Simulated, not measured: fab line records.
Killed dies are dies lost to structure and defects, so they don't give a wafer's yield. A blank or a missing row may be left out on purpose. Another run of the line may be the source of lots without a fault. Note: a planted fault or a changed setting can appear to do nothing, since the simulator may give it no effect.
Which tool is to blame? || flow n5-finfet || 31 wafers from 12 lots sampled at 5 of the route's 1938 steps

WHAT THE GAUGES SHOWED, per wafer
N5_BEOL_M4_INSPECT_59: inspects for defects (darkfield).
{"lot": "L168", "measured": "day 7 20:51", "on": "defect-inspect-02", "raw-defect-count": "126 97"}
{"lot": "L169", "measured": "day 7 23:52", "on": "defect-inspect-01", "raw-defect-count": "47 78 75"}
{"lot": "L170", "measured": "day 8 04:12", "on": "defect-inspect-01", "raw-defect-count": "34 53"}
{"lot": "L171", "measured": "day 9 01:20", "on": "defect-inspect-02", "raw-defect-count": "37 44 35"}
{"lot": "L172", "measured": "day 9 08:08", "on": "defect-inspect-01", "raw-defect-count": "138 90 72"}
{"lot": "L173", "measured": "day 9 10:42", "on": "defect-inspect-01", "raw-defect-count": "83 58 87"}
{"lot": "L174", "measured": "day 9 12:28", "on": "defect-inspect-02", "raw-defect-count": "83 61 56"}
{"lot": "L176", "measured": "day 10 06:50", "on": "defect-inspect-02", "raw-defect-count": "112 121"}
{"lot": "L182", "measured": "day 11 05:37", "on": "defect-inspect-01", "raw-defect-count": "47 77 85"}
{"lot": "L185", "measured": "day 12 12:44", "on": "defect-inspect-02", "raw-defect-count": "82 49 72"}
{"lot": "L186", "measured": "day 12 16:26", "on": "defect-inspect-01", "raw-defect-count": "60 39"}
{"lot": "L188", "measured": "day 13 12:03", "on": "defect-inspect-01", "raw-defect-count": "42 58"}

N5_BEOL_M4_RC_MEAS_101.
{"lot": "L168", "measured": "day 7 20:53", "on": "prober-01", "CJ_N": "4.45 4.38", "DIBL_N (mV/V)": "40.7 39.1", "DIBL_P (mV/V)": "40.5 38.7", "IOFF_N (nA/um)": "0.246 0.186", "IOFF_P (nA/um)": "0.30 0.25", "ION_N (uA/um)": "688 671", "ION_P (uA/um)": "472 466", "SS_N (mV/dec)": "71.9 72.2", "SS_P (mV/dec)": "73.7 74.2", "VT_N (mV)": "243 247", "VT_P (mV)": "-246 -248"}
{"lot": "L169", "measured": "day 8 00:02", "on": "prober-02", "CJ_N": "4.21 4.38 4.37", "DIBL_N (mV/V)": "35.3 36.1 36.5", "DIBL_P (mV/V)": "35.1 35.6 36.0", "IOFF_N (nA/um)": "0.145 0.159 0.167", "IOFF_P (nA/um)": "0.20 0.21 0.22", "ION_N (uA/um)": "682 679 675", "ION_P (uA/um)": "464 471 462", "SS_N (mV/dec)": "70.8 70.7 70.7", "SS_P (mV/dec)": "72.4 72.5 72.9", "VT_N (mV)": "250 248 249", "VT_P (mV)": "-248 -247 -251"}
{"lot": "L170", "measured": "day 8 04:13", "on": "prober-01", "CJ_N": "4.31 4.42", "DIBL_N (mV/V)": "32.7 35.3", "DIBL_P (mV/V)": "32.0 35.6", "IOFF_N (nA/um)": "0.112 0.149", "IOFF_P (nA/um)": "0.15 0.19", "ION_N (uA/um)": "668 671", "ION_P (uA/um)": "454 462", "SS_N (mV/dec)": "70.4 71.5", "SS_P (mV/dec)": "72.0 72.9", "VT_N (mV)": "253 249", "VT_P (mV)": "-257 -253"}
{"lot": "L171", "measured": "day 9 01:31", "on": "prober-01", "CJ_N": "4.33 4.41 4.46", "DIBL_N (mV/V)": "37.0 38.2 39.1", "DIBL_P (mV/V)": "35.5 37.4 37.2", "IOFF_N (nA/um)": "0.146 0.175 0.185", "IOFF_P (nA/um)": "0.23 0.26 0.27", "ION_N (uA/um)": "678 678 683", "ION_P (uA/um)": "464 474 467", "SS_N (mV/dec)": "71.7 71.3 72.3", "SS_P (mV/dec)": "72.9 73.4 73.3", "VT_N (mV)": "249 247 247", "VT_P (mV)": "-247 -245 -243"}
{"lot": "L172", "measured": "day 9 08:10", "on": "prober-01", "CJ_N": "4.24 4.46 4.42", "DIBL_N (mV/V)": "33.3 34.5 34.5", "DIBL_P (mV/V)": "33.7 34.8 33.9", "IOFF_N (nA/um)": "0.114 0.136 0.139", "IOFF_P (nA/um)": "0.15 0.17 0.16", "ION_N (uA/um)": "660 679 669", "ION_P (uA/um)": "456 470 457", "SS_N (mV/dec)": "70.6 70.5 71.2", "SS_P (mV/dec)": "72.6 72.8 73.1", "VT_N (mV)": "256 255 252", "VT_P (mV)": "-255 -252 -254"}
{"lot": "L173", "measured": "day 9 10:43", "on": "prober-02", "CJ_N": "4.51 4.51 4.38", "DIBL_N (mV/V)": "37.8 38.3 40.5", "DIBL_P (mV/V)": "37.0 36.7 40.7", "IOFF_N (nA/um)": "0.155 0.152 0.222", "IOFF_P (nA/um)": "0.22 0.22 0.30", "ION_N (uA/um)": "679 662 699", "ION_P (uA/um)": "473 469 477", "SS_N (mV/dec)": "71.5 71.8 72.4", "SS_P (mV/dec)": "73.6 73.4 74.5", "VT_N (mV)": "251 253 246", "VT_P (mV)": "-249 -248 -244"}
{"lot": "L174", "measured": "day 9 12:29", "on": "prober-01", "CJ_N": "4.35 4.35 4.33", "DIBL_N (mV/V)": "37.1 37.2 36.6", "DIBL_P (mV/V)": "36.7 35.5 35.7", "IOFF_N (nA/um)": "0.159 0.166 0.150", "IOFF_P (nA/um)": "0.21 0.20 0.19", "ION_N (uA/um)": "679 671 683", "ION_P (uA/um)": "467 459 461", "SS_N (mV/dec)": "72.0 72.2 71.2", "SS_P (mV/dec)": "73.0 72.8 72.2", "VT_N (mV)": "250 247 249", "VT_P (mV)": "-252 -250 -250"}
{"lot": "L176", "measured": "day 10 06:52", "on": "prober-01", "CJ_N": "4.30 4.31", "DIBL_N (mV/V)": "34.8 36.5", "DIBL_P (mV/V)": "33.0 35.5", "IOFF_N (nA/um)": "0.131 0.164", "IOFF_P (nA/um)": "0.20 0.24", "ION_N (uA/um)": "651 671", "ION_P (uA/um)": "456 465", "SS_N (mV/dec)": "71.4 71.7", "SS_P (mV/dec)": "72.0 73.1", "VT_N (mV)": "253 249", "VT_P (mV)": "-250 -245"}
{"lot": "L182", "measured": "day 11 05:39", "on": "prober-01", "CJ_N": "4.46 4.41 4.49", "DIBL_N (mV/V)": "37.1 36.4 37.3", "DIBL_P (mV/V)": "37.1 36.7 37.1", "IOFF_N (nA/um)": "0.172 0.171 0.188", "IOFF_P (nA/um)": "0.22 0.21 0.21", "ION_N (uA/um)": "685 678 676", "ION_P (uA/um)": "467 462 463", "SS_N (mV/dec)": "71.9 72.1 71.7", "SS_P (mV/dec)": "73.7 73.8 73.6", "VT_N (mV)": "251 249 249", "VT_P (mV)": "-254 -251 -252"}
{"lot": "L185", "measured": "day 12 12:45", "on": "prober-02", "CJ_N": "4.37 3.80 4.17", "DIBL_N (mV/V)": "34.3 33.3 35.6", "DIBL_P (mV/V)": "35.0 34.7 37.1", "IOFF_N (nA/um)": "0.128 0.115 0.155", "IOFF_P (nA/um)": "0.18 0.17 0.21", "ION_N (uA/um)": "662 662 689", "ION_P (uA/um)": "465 455 472", "SS_N (mV/dec)": "71.2 71.3 71.4", "SS_P (mV/dec)": "72.5 72.7 73.0", "VT_N (mV)": "253 255 249", "VT_P (mV)": "-251 -254 -252"}
{"lot": "L186", "measured": "day 12 16:46", "on": "prober-01", "CJ_N": "4.45 4.53", "DIBL_N (mV/V)": "36.1 34.9", "DIBL_P (mV/V)": "36.7 35.5", "IOFF_N (nA/um)": "0.142 0.133", "IOFF_P (nA/um)": "0.19 0.18", "ION_N (uA/um)": "666 673", "ION_P (uA/um)": "457 463", "SS_N (mV/dec)": "71.4 71.2", "SS_P (mV/dec)": "73.5 72.8", "VT_N (mV)": "254 252", "VT_P (mV)": "-251 -251"}
{"lot": "L188", "measured": "day 13 12:14", "on": "prober-01", "CJ_N": "4.29 4.27", "DIBL_N (mV/V)": "33.4 32.2", "DIBL_P (mV/V)": "31.5 30.3", "IOFF_N (nA/um)": "0.118 0.107", "IOFF_P (nA/um)": "0.16 0.15", "ION_N (uA/um)": "669 668", "ION_P (uA/um)": "455 461", "SS_N (mV/dec)": "71.0 69.9", "SS_P (mV/dec)": "72.4 72.7", "VT_N (mV)": "252 255", "VT_P (mV)": "-255 -254"}

EACH LOT AND THE TOOL THAT RAN IT (in order: tool; ch and the chambers of the sampled wafers; start)
{"lot": "L168", "N5_PMOS_HMC_CHANNEL_EPI_EPI_26": "epi-rpcvd-04 ch 0, day 1 19:41", "N5_BEOL_M4_ANNEAL_51": "rtp-anneal-02 ch 0, day 7 19:58", "N5_BEOL_M4_CO_CAP_55": "cvd-co-02 ch 1,2, day 7 20:38"}
{"lot": "L169", "N5_PMOS_HMC_CHANNEL_EPI_EPI_26": "epi-rpcvd-04 ch 0, day 2 03:02", "N5_BEOL_M4_ANNEAL_51": "rtp-anneal-02 ch 0, day 7 23:01", "N5_BEOL_M4_CO_CAP_55": "cvd-co-02 ch 0,1, day 7 23:39"}
{"lot": "L170", "N5_PMOS_HMC_CHANNEL_EPI_EPI_26": "epi-rpcvd-04 ch 0, day 2 07:31", "N5_BEOL_M4_ANNEAL_51": "rtp-anneal-01 ch 0, day 8 03:19", "N5_BEOL_M4_CO_CAP_55": "cvd-co-02 ch 1,2, day 8 03:59"}
{"lot": "L171", "N5_PMOS_HMC_CHANNEL_EPI_EPI_26": "epi-rpcvd-04 ch 0, day 2 14:21", "N5_BEOL_M4_ANNEAL_51": "rtp-anneal-02 ch 0, day 9 00:30", "N5_BEOL_M4_CO_CAP_55": "cvd-co-02 ch 1,2, day 9 01:08"}
{"lot": "L172", "N5_PMOS_HMC_CHANNEL_EPI_EPI_26": "epi-rpcvd-03 ch 0, day 2 20:06", "N5_BEOL_M4_ANNEAL_51": "rtp-anneal-02 ch 0, day 9 07:16", "N5_BEOL_M4_CO_CAP_55": "cvd-co-02 ch 1,2, day 9 07:56"}
{"lot": "L173", "N5_PMOS_HMC_CHANNEL_EPI_EPI_26": "epi-rpcvd-04 ch 0, day 3 01:53", "N5_BEOL_M4_ANNEAL_51": "rtp-anneal-01 ch 0, day 9 09:46", "N5_BEOL_M4_CO_CAP_55": "cvd-co-01 ch 0,1,2, day 9 10:29"}
{"lot": "L174", "N5_PMOS_HMC_CHANNEL_EPI_EPI_26": "epi-rpcvd-03 ch 0, day 3 07:47", "N5_BEOL_M4_ANNEAL_51": "rtp-anneal-02 ch 0, day 9 11:33", "N5_BEOL_M4_CO_CAP_55": "cvd-co-02 ch 0,1,2, day 9 12:13"}
{"lot": "L176", "N5_PMOS_HMC_CHANNEL_EPI_EPI_26": "epi-rpcvd-03 ch 0, day 3 19:58", "N5_BEOL_M4_ANNEAL_51": "rtp-anneal-02 ch 0, day 10 05:56", "N5_BEOL_M4_CO_CAP_55": "cvd-co-02 ch 0,2, day 10 06:36"}
{"lot": "L182", "N5_PMOS_HMC_CHANNEL_EPI_EPI_26": "epi-rpcvd-01 ch 0, day 5 07:35", "N5_BEOL_M4_ANNEAL_51": "rtp-anneal-02 ch 0, day 11 04:44", "N5_BEOL_M4_CO_CAP_55": "cvd-co-01 ch 0,1, day 11 05:25"}
{"lot": "L185", "N5_PMOS_HMC_CHANNEL_EPI_EPI_26": "epi-rpcvd-04 ch 0, day 6 02:08", "N5_BEOL_M4_ANNEAL_51": "rtp-anneal-02 ch 0, day 12 11:49", "N5_BEOL_M4_CO_CAP_55": "cvd-co-02 ch 0,1,2, day 12 12:29"}
{"lot": "L186", "N5_PMOS_HMC_CHANNEL_EPI_EPI_26": "epi-rpcvd-01 ch 0, day 6 08:23", "N5_BEOL_M4_ANNEAL_51": "rtp-anneal-02 ch 0, day 12 15:36", "N5_BEOL_M4_CO_CAP_55": "cvd-co-01 ch 1,2, day 12 16:11"}
{"lot": "L188", "N5_PMOS_HMC_CHANNEL_EPI_EPI_26": "epi-rpcvd-01 ch 0, day 6 19:52", "N5_BEOL_M4_ANNEAL_51": "rtp-anneal-02 ch 0, day 13 11:13", "N5_BEOL_M4_CO_CAP_55": "cvd-co-01 ch 0,1, day 13 11:50"}
- N5_PMOS_HMC_CHANNEL_EPI_EPI_26: deposits Si from SiH4/H2, target thk 3.8 nm, time 22.7 s.
- N5_BEOL_M4_ANNEAL_51: time 90 s.
- N5_BEOL_M4_CO_CAP_55: material Co, precursor CCTBA/H2, target thk 2 nm, time 102.1 s.

WHAT THE TOOLS THEMSELVES READ (means of the sampled wafers that have a number; where no wafer has one, the mark that the record gives instead)
N5_PMOS_HMC_CHANNEL_EPI_EPI_26.
{"lot": "L168", "tool": "epi-rpcvd-04", "chamber-pressure-Torr (Torr)": 19.96, "throttle-valve-pct (%)": 11.51}
{"lot": "L169", "tool": "epi-rpcvd-04", "chamber-pressure-Torr (Torr)": 20.06, "throttle-valve-pct (%)": 11.26}
{"lot": "L170", "tool": "epi-rpcvd-04", "chamber-pressure-Torr (Torr)": 20.05, "throttle-valve-pct (%)": 11.12}
{"lot": "L171", "tool": "epi-rpcvd-04", "chamber-pressure-Torr (Torr)": 20.00, "throttle-valve-pct (%)": 11.50}
{"lot": "L172", "tool": "epi-rpcvd-03", "chamber-pressure-Torr (Torr)": 19.99, "throttle-valve-pct (%)": 11.02}
{"lot": "L173", "tool": "epi-rpcvd-04", "chamber-pressure-Torr (Torr)": 20.08, "throttle-valve-pct (%)": 11.33}
{"lot": "L174", "tool": "epi-rpcvd-03", "chamber-pressure-Torr (Torr)": 20.02, "throttle-valve-pct (%)": 10.88}
{"lot": "L176", "tool": "epi-rpcvd-03", "chamber-pressure-Torr (Torr)": 20.03, "throttle-valve-pct (%)": 10.93}
{"lot": "L182", "tool": "epi-rpcvd-01", "chamber-pressure-Torr (Torr)": 20.04, "throttle-valve-pct (%)": 11.12}
{"lot": "L185", "tool": "epi-rpcvd-04", "chamber-pressure-Torr (Torr)": 20.00, "throttle-valve-pct (%)": 11.35}
{"lot": "L186", "tool": "epi-rpcvd-01", "chamber-pressure-Torr (Torr)": 19.92, "throttle-valve-pct (%)": 11.25}
{"lot": "L188", "tool": "epi-rpcvd-01", "chamber-pressure-Torr (Torr)": 20.02, "throttle-valve-pct (%)": 11.18}

N5_BEOL_M4_ANNEAL_51.
{"lot": "L168", "tool": "rtp-anneal-02", "wafer_temp_C_max": 225.72}
{"lot": "L169", "tool": "rtp-anneal-02", "wafer_temp_C_max": 225.85}
{"lot": "L170", "tool": "rtp-anneal-01", "wafer_temp_C_max": 226.12}
{"lot": "L171", "tool": "rtp-anneal-02", "wafer_temp_C_max": 225.73}
{"lot": "L172", "tool": "rtp-anneal-02", "wafer_temp_C_max": 225.90}
{"lot": "L173", "tool": "rtp-anneal-01", "wafer_temp_C_max": 225.75}
{"lot": "L174", "tool": "rtp-anneal-02", "wafer_temp_C_max": 225.66}
{"lot": "L176", "tool": "rtp-anneal-02", "wafer_temp_C_max": 225.55}
{"lot": "L182", "tool": "rtp-anneal-02", "wafer_temp_C_max": 225.41}
{"lot": "L185", "tool": "rtp-anneal-02", "wafer_temp_C_max": 225.70}
{"lot": "L186", "tool": "rtp-anneal-02", "wafer_temp_C_max": 225.66}
{"lot": "L188", "tool": "rtp-anneal-02", "wafer_temp_C_max": 225.82}

N5_BEOL_M4_CO_CAP_55.
{"lot": "L168", "tool": "cvd-co-02", "chamber-pressure-Torr (Torr)": 30.02, "heater-power-w (W)": 243}
{"lot": "L169", "tool": "cvd-co-02", "chamber-pressure-Torr (Torr)": 30.02, "heater-power-w (W)": 237}
{"lot": "L170", "tool": "cvd-co-02", "chamber-pressure-Torr (Torr)": 30.02, "heater-power-w (W)": 240}
{"lot": "L171", "tool": "cvd-co-02", "chamber-pressure-Torr (Torr)": 29.97, "heater-power-w (W)": 238}
{"lot": "L172", "tool": "cvd-co-02", "chamber-pressure-Torr (Torr)": 29.95, "heater-power-w (W)": 235}
{"lot": "L173", "tool": "cvd-co-01", "chamber-pressure-Torr (Torr)": 30.08, "heater-power-w (W)": 216}
{"lot": "L174", "tool": "cvd-co-02", "chamber-pressure-Torr (Torr)": 29.96, "heater-power-w (W)": 248}
{"lot": "L176", "tool": "cvd-co-02", "chamber-pressure-Torr (Torr)": 30.00, "heater-power-w (W)": 255}
{"lot": "L182", "tool": "cvd-co-01", "chamber-pressure-Torr (Torr)": 29.98, "heater-power-w (W)": 231}
{"lot": "L185", "tool": "cvd-co-02", "chamber-pressure-Torr (Torr)": 30.01, "heater-power-w (W)": 249}
{"lot": "L186", "tool": "cvd-co-01", "chamber-pressure-Torr (Torr)": 29.98, "heater-power-w (W)": 200}
{"lot": "L188", "tool": "cvd-co-01", "chamber-pressure-Torr (Torr)": 30.06, "heater-power-w (W)": 222}

THE ANSWER, worked out from the rows above alone
Rule: the lots themselves supply what counts as usual. Put in order of their means at a reading, lots are off if they are a third of the lots or fewer, leave a main group of 4 or more, and stand apart from it by a gap of 3 or more times the standard deviation of the main group's means; of several such gaps the widest counts. A main group is skipped when, at the precision printed for the reading in the tables above, its means are all equal. A lot without any number at a reading at which 4 lots or more have one is off too. Any other lot the step has rows for is counted as sound. First the gauges in route order, then the tools' own readings, where a lot's mean is used as printed above. At the first step where some lot is off, the reading lying furthest off is the one used; lots without a number count as furthest.
No lot is off on any of the readings shown, so nothing can be concluded from this.

WHAT HAD BEEN PUT IN BY THE SIMULATOR
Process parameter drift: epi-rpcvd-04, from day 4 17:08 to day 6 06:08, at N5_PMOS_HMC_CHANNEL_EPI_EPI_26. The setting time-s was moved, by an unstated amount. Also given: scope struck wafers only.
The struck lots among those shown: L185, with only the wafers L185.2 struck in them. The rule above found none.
